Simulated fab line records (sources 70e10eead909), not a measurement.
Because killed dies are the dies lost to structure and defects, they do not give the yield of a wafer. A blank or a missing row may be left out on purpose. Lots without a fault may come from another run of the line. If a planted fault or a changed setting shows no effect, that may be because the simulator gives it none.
fab line records | flow nand-harc
[record] lots = 14 | wafers = 42 | last-day = 32
route steps=1302 shown A_ZERO_WELL@412 A_SOURCE_PLATE@416 A_ONON_D1@426 END@1302
lots that met no fault: taken from a fault-free run of the same line
start-h: start of the lot's first displayed wafer, in hours after the record's first day | wait-h: hours since the lot's step before | " unchanged from the row above | L1.1+2: one row covering several wafers at once | - value missing, or start not given | * or withheld: withheld | < > ~ a bound
route shown NAME@n: a module of which the file shows steps, and the number in the route of the first | usual: mean/standard deviation of fault-free wafers | same: alike in all rows | chamber/n: place in a boat | sites: per-site readings | _std_site: their standard deviation | _edge_site: the outer-site mean with the inner-site mean subtracted | radius-mm: for every site, how far away it sits from the centre of the wafer | mask NAME#n: copy n | behind: the last tool/chamber to shape the wafer | hold: what put the lot on hold/how long, in hours/how the hold closed | device: names the non-switching transistor (n, p or np) | end of line: the same wafers' tests at the end of the route | a step with no rows: only its recipe | killed: count of dies lost to structure and defects at first sort (not the wafer's yield) | map: shows each die of a wafer: x if killed, . if not, _ if none is there
set.NAME: the setting that was run; set.NAME@STEP: the one run at that earlier step | model.NAME: the simulator's own value behind a step, which no gauge read
a sample of lots followed through the steps of the route, with each step as a table and each wafer as a row
services: the hour from which a tool's chamber was out of use, counted from the record's first day as start-h (under 0 if before that day), plus the number of hours and why
[[steps]]
[step NHARC_A_ZERO_WELL_INSPECT_17]
[usual] raw-defect-count = 11/5.3
lot.wafer | tool              | chamber | start-h | wait-h | raw-defect-count
L753.2    | defect-inspect-02 | -       | 146.04  | 0.1    | 9
L753.3    | "                 | -       | "       | "      | 9
L753.4    | "                 | -       | "       | "      | 9
L754.2    | defect-inspect-02 | -       | 147.62  | 0.1    | 18
L754.5    | "                 | -       | "       | "      | 25
L754.6    | "                 | -       | "       | "      | 13
L755.2    | defect-inspect-01 | -       | 157.73  | 0.1    | 8
L755.3    | "                 | -       | "       | "      | 7
L755.6    | "                 | -       | "       | "      | 13
L758.1    | defect-inspect-01 | -       | 185.64  | 0.2    | 6
L758.3    | "                 | -       | "       | "      | 14
L758.6    | "                 | -       | "       | "      | 9
L761.2    | defect-inspect-01 | -       | 219.11  | 0.1    | 8
L761.4    | "                 | -       | "       | "      | 5
L761.5    | "                 | -       | "       | "      | 3
L762.1    | defect-inspect-01 | -       | 237.18  | 0.2    | 7
L762.3    | "                 | -       | "       | "      | 7
L762.4    | "                 | -       | "       | "      | 8
L768.4    | defect-inspect-02 | -       | 288.27  | 0.1    | 3
L768.5    | "                 | -       | "       | "      | 3
L768.6    | "                 | -       | "       | "      | 8
L770.3    | defect-inspect-01 | -       | 317.33  | 0.1    | 7
L770.4    | "                 | -       | "       | "      | 12
L770.5    | "                 | -       | "       | "      | 6
L771.1    | defect-inspect-02 | -       | 329.21  | 0.2    | 4
L771.3    | "                 | -       | "       | "      | 6
L771.5    | "                 | -       | "       | "      | 5
L772.2    | defect-inspect-02 | -       | 335.36  | 0.1    | 19
L772.3    | "                 | -       | "       | "      | 12
L772.6    | "                 | -       | "       | "      | 10
L773.1    | defect-inspect-01 | -       | 339.28  | 0.2    | 15
L773.3    | "                 | -       | "       | "      | 14
L773.4    | "                 | -       | "       | "      | 10
L775.3    | defect-inspect-02 | -       | 351.45  | 0.1    | 12
L775.5    | "                 | -       | "       | "      | 3
L775.6    | "                 | -       | "       | "      | 16
L774.2    | defect-inspect-01 | -       | 352.38  | 0.1    | 9
L774.3    | "                 | -       | "       | "      | 10
L774.5    | "                 | -       | "       | "      | 13
L776.1    | defect-inspect-02 | -       | 368.65  | 0.2    | 21
L776.3    | "                 | -       | "       | "      | 5
L776.4    | "                 | -       | "       | "      | 16
[step NHARC_A_SOURCE_PLATE_THK_MEAS_09]
[recipe] thk-meas-gauge = ellipsometry
[usual] thk-nm = 9.8/0.93
lot.wafer | tool          | chamber | start-h | wait-h | thk-nm
L753.2    | film-metro-02 | -       | 153.99  | 0.4    | 9.3
L753.3    | "             | -       | "       | "      | 9.6
L753.4    | "             | -       | "       | "      | 9.7
L754.2    | film-metro-01 | -       | 153.99  | 0.4    | 9.6
L754.5    | "             | -       | "       | "      | 8.1
L754.6    | "             | -       | "       | "      | 10.1
L755.2    | film-metro-01 | -       | 165.10  | 0.4    | 11.5
L755.3    | "             | -       | "       | "      | 11.4
L755.6    | "             | -       | "       | "      | 10.9
L758.1    | film-metro-02 | -       | 192.44  | 0.4    | 11.7
L758.3    | "             | -       | "       | "      | 8.8
L758.6    | "             | -       | "       | "      | 8.0
L761.2    | film-metro-01 | -       | 225.95  | 0.4    | 9.5
L761.4    | "             | -       | "       | "      | 9.7
L761.5    | "             | -       | "       | "      | 10.3
L762.1    | film-metro-02 | -       | 242.93  | 0.4    | 10.3
L762.3    | "             | -       | "       | "      | 9.0
L762.4    | "             | -       | "       | "      | 9.3
L768.4    | film-metro-01 | -       | 295.08  | 0.4    | 10.7
L768.5    | "             | -       | "       | "      | 9.2
L768.6    | "             | -       | "       | "      | 9.1
L770.3    | film-metro-02 | -       | 324.18  | 0.4    | 8.7
L770.4    | "             | -       | "       | "      | 9.5
L770.5    | "             | -       | "       | "      | 9.0
L771.1    | film-metro-02 | -       | 336.40  | 0.4    | 10.5
L771.3    | "             | -       | "       | "      | 11.6
L771.5    | "             | -       | "       | "      | 10.8
L772.2    | film-metro-01 | -       | 342.19  | 0.4    | 10.7
L772.3    | "             | -       | "       | "      | 8.7
L772.6    | "             | -       | "       | "      | 9.5
L773.1    | film-metro-01 | -       | 346.92  | 0.4    | 10.2
L773.3    | "             | -       | "       | "      | 9.9
L773.4    | "             | -       | "       | "      | 9.5
L774.2    | film-metro-01 | -       | 358.26  | 0.4    | 7.7
L774.3    | "             | -       | "       | "      | 8.1
L774.5    | "             | -       | "       | "      | 11.7
L775.3    | film-metro-02 | -       | 358.26  | 0.4    | 9.5
L775.5    | "             | -       | "       | "      | 11.1
L775.6    | "             | -       | "       | "      | 11.5
L776.1    | film-metro-01 | -       | 375.95  | 0.4    | 10.5
L776.3    | "             | -       | "       | "      | 10.4
L776.4    | "             | -       | "       | "      | 10.8
[step NHARC_A_ONON_D1_DEP_03]
[recipe] target-thk-a = 10000 | n2-flow-sccm = 2750 | n2o-flow-sccm = 2000 | nh3-flow-sccm = 500 | sih4-flow-sccm = 210 | temp-c = 400
lot.wafer  | tool          | chamber | start-h | wait-h
L754.2+5+6 | pecvd-onon-03 | 0       | 167.31  | 0.1
L753.2+3+4 | pecvd-onon-04 | 0       | 167.46  | 0.1
L755.2+3+6 | pecvd-onon-01 | 0       | 178.79  | 0.1
L758.1+3+6 | pecvd-onon-01 | 0       | 209.34  | 0.1
L761.2+4+5 | pecvd-onon-01 | 0       | 239.40  | 0.1
L762.1+3+4 | pecvd-onon-01 | 0       | 256.22  | 0.1
L768.4+5+6 | pecvd-onon-03 | 0       | 309.43  | 0.2
L770.3+4+5 | pecvd-onon-01 | 0       | 340.80  | 0.2
L771.1+3+5 | pecvd-onon-04 | 0       | 350.25  | 0.1
L772.2+3+6 | pecvd-onon-01 | 0       | 355.97  | 0.1
L773.1+3+4 | pecvd-onon-04 | 0       | 360.54  | 0.1
L774.2+3+5 | pecvd-onon-01 | 0       | 372.37  | 0.1
L775.3+5+6 | pecvd-onon-03 | 0       | 372.74  | 0.3
L776.1+3+4 | pecvd-onon-01 | 0       | 389.67  | 0.1
[step NHARC_A_ONON_D1_THK_MEAS_05]
[recipe] thk-meas-gauge = ellipsometry
[usual] thk-nm = 1001/11
lot.wafer | tool          | chamber | start-h | wait-h | thk-nm
L754.2    | film-metro-01 | -       | 167.76  | -      | 1015
L754.5    | "             | -       | "       | "      | 1016
L754.6    | "             | -       | "       | "      | 1013
L753.2    | film-metro-01 | -       | 167.91  | -      | 1020
L753.3    | "             | -       | "       | "      | 1019
L753.4    | "             | -       | "       | "      | 1021
L755.2    | film-metro-02 | -       | 179.24  | -      | 977
L755.3    | "             | -       | "       | "      | 978
L755.6    | "             | -       | "       | "      | 978
L758.1    | film-metro-02 | -       | 209.84  | -      | 1004
L758.3    | "             | -       | "       | "      | 1004
L758.6    | "             | -       | "       | "      | 1005
L761.2    | film-metro-02 | -       | 239.87  | -      | 1007
L761.4    | "             | -       | "       | "      | 1594
L761.5    | "             | -       | "       | "      | 1595
L762.1    | film-metro-02 | -       | 256.73  | -      | 1011
L762.3    | "             | -       | "       | "      | 1602
L762.4    | "             | -       | "       | "      | 1599
L768.4    | film-metro-02 | -       | 309.77  | -      | 1003
L768.5    | "             | -       | "       | "      | 1000
L768.6    | "             | -       | "       | "      | 1002
L770.3    | film-metro-02 | -       | 341.19  | -      | 981
L770.4    | "             | -       | "       | "      | 980
L770.5    | "             | -       | "       | "      | 981
L771.1    | film-metro-01 | -       | 350.76  | -      | 999
L771.3    | "             | -       | "       | "      | 1001
L771.5    | "             | -       | "       | "      | 999
L772.2    | film-metro-02 | -       | 356.43  | -      | 998
L772.3    | "             | -       | "       | "      | 996
L772.6    | "             | -       | "       | "      | 998
L773.1    | film-metro-01 | -       | 361.05  | -      | 997
L773.3    | "             | -       | "       | "      | 1000
L773.4    | "             | -       | "       | "      | 999
L774.2    | film-metro-02 | -       | 372.82  | -      | 991
L774.3    | "             | -       | "       | "      | 990
L774.5    | "             | -       | "       | "      | 991
L775.3    | film-metro-01 | -       | 373.13  | -      | 999
L775.5    | "             | -       | "       | "      | 1001
L775.6    | "             | -       | "       | "      | 1001
L776.1    | film-metro-01 | -       | 390.18  | -      | 998
L776.3    | "             | -       | "       | "      | 996
L776.4    | "             | -       | "       | "      | 998
[step NHARC_END_SORT_01]
[recipe] temp-c = 25
[usual] killed-at-array = 54/12 | killed-at-other = 0.7/1.1 | killed-at-periphery = 3.9/2.8 | killed-dies = 59/13 | killed-open = 3.4/2 | killed-short = 2.5/1.7
[same] gross-dies = 677
lot.wafer | tool      | chamber | start-h | wait-h | killed-at-array | killed-at-other | killed-at-periphery | killed-dies | killed-open | killed-short
L761.2    | prober-02 | 0       | 639.53  | 2.8    | 55              | 1               | 5                   | 61          | 5           | 0
L761.4    | prober-02 | 0       | 641.14  | 3.4    | 668             | 1               | 8                   | 677         | 4           | 5
L761.5    | prober-02 | 0       | 641.95  | 3.7    | 675             | 0               | 2                   | 677         | 2           | 0
L762.1    | prober-01 | 0       | 651.88  | 2.5    | 54              | 3               | 4                   | 61          | 5           | 3
L762.3    | prober-01 | 0       | 653.47  | 3.1    | 672             | 3               | 2                   | 677         | 2           | 1
L762.4    | prober-01 | 0       | 654.26  | 3.4    | 671             | 4               | 2                   | 677         | 4           | 0
// killed by level:class
L761.2 A_CHANNEL_HOLE_D1:chamber-film-flake=31 A_CHANNEL_HOLE_D2:chamber-film-flake=12 A_WL_FILL:chamber-film-flake=5 A_CONTACT:chamber-film-flake=3 A_CHANNEL_FILL_D1:geometric-particle:open=2 P_GATE:chamber-film-flake=2 P_M0:geometric-particle:open=1 A_CHANNEL_FILL_D2:geometric-particle:open=1
L761.4 A_ONON_D1:area-dep=615 A_CHANNEL_HOLE_D1:chamber-film-flake=26 A_CHANNEL_HOLE_D2:chamber-film-flake=13 A_WL_FILL:chamber-film-flake=3 P_CONTACT:geometric-particle:short=2 P_GATE:chamber-film-flake=2 A_CONTACT:chamber-film-flake=2 P_CONTACT:geometric-particle:open=1
L761.5 A_ONON_D1:area-dep=630 A_CHANNEL_HOLE_D1:chamber-film-flake=27 A_CHANNEL_HOLE_D2:chamber-film-flake=5 A_CONTACT:chamber-film-flake=5 A_STAIRCASE:chamber-film-flake=2 A_WL_FILL:chamber-film-flake=2 A_CHANNEL_FILL_D2:geometric-particle:open=1 A_CONTACT:geometric-particle:open=1
L762.1 A_SLIT:chamber-film-flake=27 A_CHANNEL_HOLE_D2:chamber-film-flake=10 P_BONDPAD:chamber-film-flake=3 A_CHANNEL_HOLE_D1:chamber-film-flake=3 THIN_TSV:chamber-film-flake=3 A_M0:geometric-particle:open=2 A_CHANNEL_FILL_D2:chamber-film-flake=2 A_BONDPAD:chamber-film-flake=2
L762.3 A_ONON_D1:area-dep=620 A_SLIT:chamber-film-flake=26 A_CHANNEL_HOLE_D2:chamber-film-flake=13 A_CHANNEL_FILL_D2:chamber-film-flake=3 A_WL_FILL:chamber-film-flake=3 A_BLC:chamber-film-flake=3 THIN_TSV:chamber-film-flake=3 P_CONTACT:geometric-particle:open=2
L762.4 A_ONON_D1:area-dep=611 A_SLIT:chamber-film-flake=31 A_CHANNEL_HOLE_D2:chamber-film-flake=12 A_CHANNEL_HOLE_D1:chamber-film-flake=4 A_BLC:chamber-film-flake=4 THIN_TSV:chamber-film-flake=3 P_BONDPAD:chamber-film-flake=2 A_CHANNEL_FILL_D2:chamber-film-flake=2
[[services]]
tool          | chamber | start-h | hours | kind
pecvd-onon-03 | -       | 227.00  | 13.0  | pm
pecvd-onon-03 | -       | 252.67  | 1.8   | repair
pecvd-onon-01 | -       | 269.39  | 13.0  | pm
pecvd-onon-04 | -       | 311.03  | 13.0  | pm
pecvd-onon-01 | -       | 311.31  | 9.6   | repair
[[key]]
[first-sign] step = NHARC_A_ONON_D1_THK_MEAS_05 | reading = thk-nm | direction = up | sigmas = 54 | usual = 1001 | struck = 1597
[effect] step = NHARC_END_SORT_01 | reading = killed-at-array | direction = up | sigmas = 50 | usual = 54 | struck = 672
[more-kills-born-at] NHARC_A_ONON_D1_DEP_03@pecvd-onon-01 = 2476
met-at NHARC_A_ONON_D1_DEP_03
struck-lots L761,L762
struck-wafers L761.4,L761.5,L762.3,L762.4
later-rows-left-out L761.4,L761.5,L762.3,L762.4
tester-left-out L761,L762
not-acting-at NHARC_A_ZERO_WELL_INSPECT_17,NHARC_A_SOURCE_PLATE_THK_MEAS_09
onset-between 209.34 239.40
[fault] kind = process-parameter-drift | tool = pecvd-onon-01 | chamber = - | onset-h = 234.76 | steps = NHARC_A_ONON_D1_DEP_03 | channel = target-thk-a | offset = * | shape = step | end-h = 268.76 | scope = struck-wafers-only | acts-in = * | stated = *
// tester-left-out: of these lots the tester's yield and bins aren't shown, on N5 and GAA mostly nor the transistor test; their killed dies are dies lost to structure and defects alone, not to doping, threshold or leakage, so they don't give the yield
// later-rows-left-out: the simulator's readings of these wafers behind a module that went badly wrong aren't trusted and aren't shown, but for the sort
